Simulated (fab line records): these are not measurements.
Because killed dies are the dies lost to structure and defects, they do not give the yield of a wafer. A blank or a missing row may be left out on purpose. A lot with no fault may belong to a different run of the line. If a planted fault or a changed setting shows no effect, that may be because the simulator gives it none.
Matching of chambers || flow n5 finfet || N5_GATE_CUT_HM_DEP_46 on pecvd-04 has 3 sister chambers
The step deposits SiO2 from TEOS/O2, target thk 130 nm, time 26.6 s. 6 wafers are shown with their chamber, then 12 later ones without.

EACH WAFER AND ITS CHAMBER
{"wafer": "L086.2", "chamber": 0, "throttle valve pct (%)": 20.1, "showerhead plenum p Torr (Torr)": 8.356}
{"wafer": "L088.2", "chamber": 2, "throttle valve pct (%)": 18.3, "showerhead plenum p Torr (Torr)": 8.332}
{"wafer": "L088.5", "chamber": 2, "throttle valve pct (%)": 18.2, "showerhead plenum p Torr (Torr)": 8.311}
{"wafer": "L090.3", "chamber": 1, "throttle valve pct (%)": 21.3, "showerhead plenum p Torr (Torr)": 8.377}
{"wafer": "L090.4", "chamber": 1, "throttle valve pct (%)": 21.6, "showerhead plenum p Torr (Torr)": 8.359}
{"wafer": "L090.6", "chamber": 0, "throttle valve pct (%)": 19.9, "showerhead plenum p Torr (Torr)": 8.360}

WAFERS WITHOUT THEIR CHAMBER
{"wafer": "L093.2", "throttle valve pct (%)": 18.4, "showerhead plenum p Torr (Torr)": 8.342}
{"wafer": "L093.3", "throttle valve pct (%)": 21.4, "showerhead plenum p Torr (Torr)": 8.356}
{"wafer": "L093.6", "throttle valve pct (%)": 18.4, "showerhead plenum p Torr (Torr)": 8.324}
{"wafer": "L094.2", "throttle valve pct (%)": 20.3, "showerhead plenum p Torr (Torr)": 8.368}
{"wafer": "L094.3", "throttle valve pct (%)": 19.8, "showerhead plenum p Torr (Torr)": 8.360}
{"wafer": "L094.4", "throttle valve pct (%)": 21.3, "showerhead plenum p Torr (Torr)": 8.375}
{"wafer": "L095.1", "throttle valve pct (%)": 21.5, "showerhead plenum p Torr (Torr)": 8.375}
{"wafer": "L095.2", "throttle valve pct (%)": 20.3, "showerhead plenum p Torr (Torr)": 8.350}
{"wafer": "L095.6", "throttle valve pct (%)": 21.3, "showerhead plenum p Torr (Torr)": 8.358}
{"wafer": "L097.4", "throttle valve pct (%)": 20.1, "showerhead plenum p Torr (Torr)": 8.348}
{"wafer": "L097.5", "throttle valve pct (%)": 21.6, "showerhead plenum p Torr (Torr)": 8.370}
{"wafer": "L097.6", "throttle valve pct (%)": 20.2, "showerhead plenum p Torr (Torr)": 8.371}

WHICH CHAMBER EACH WENT THROUGH
{"wafer": "L093.2", "from the rows above": 2, "in truth": 2}
{"wafer": "L093.3", "from the rows above": 1, "in truth": 1}
{"wafer": "L093.6", "from the rows above": 2, "in truth": 2}
{"wafer": "L094.2", "from the rows above": 0, "in truth": 0}
{"wafer": "L094.3", "from the rows above": 0, "in truth": 0}
{"wafer": "L094.4", "from the rows above": 1, "in truth": 1}
{"wafer": "L095.1", "from the rows above": 1, "in truth": 1}
{"wafer": "L095.2", "from the rows above": 0, "in truth": 0}
{"wafer": "L095.6", "from the rows above": 1, "in truth": 1}
{"wafer": "L097.4", "from the rows above": 0, "in truth": 0}
{"wafer": "L097.5", "from the rows above": 1, "in truth": 1}
{"wafer": "L097.6", "from the rows above": 0, "in truth": 0}
12 of 12 placed correctly. Left unplaced by these rows: 0. Placed wrongly: 0.
How it was worked out, from the rows above alone: a wafer's distance from a chamber is the root of the sum, over the readings, of the square of ((its reading less the chamber's mean) divided by the reading's scatter). The wafer belongs to the nearest chamber; if the next one is less than 2 further off, it can't be placed. A chamber's mean is the mean of its shown wafers. The scatter: take each reading less its chamber's mean, square it, sum over the shown wafers, divide by the number of wafers less the number of chambers, and take the root.
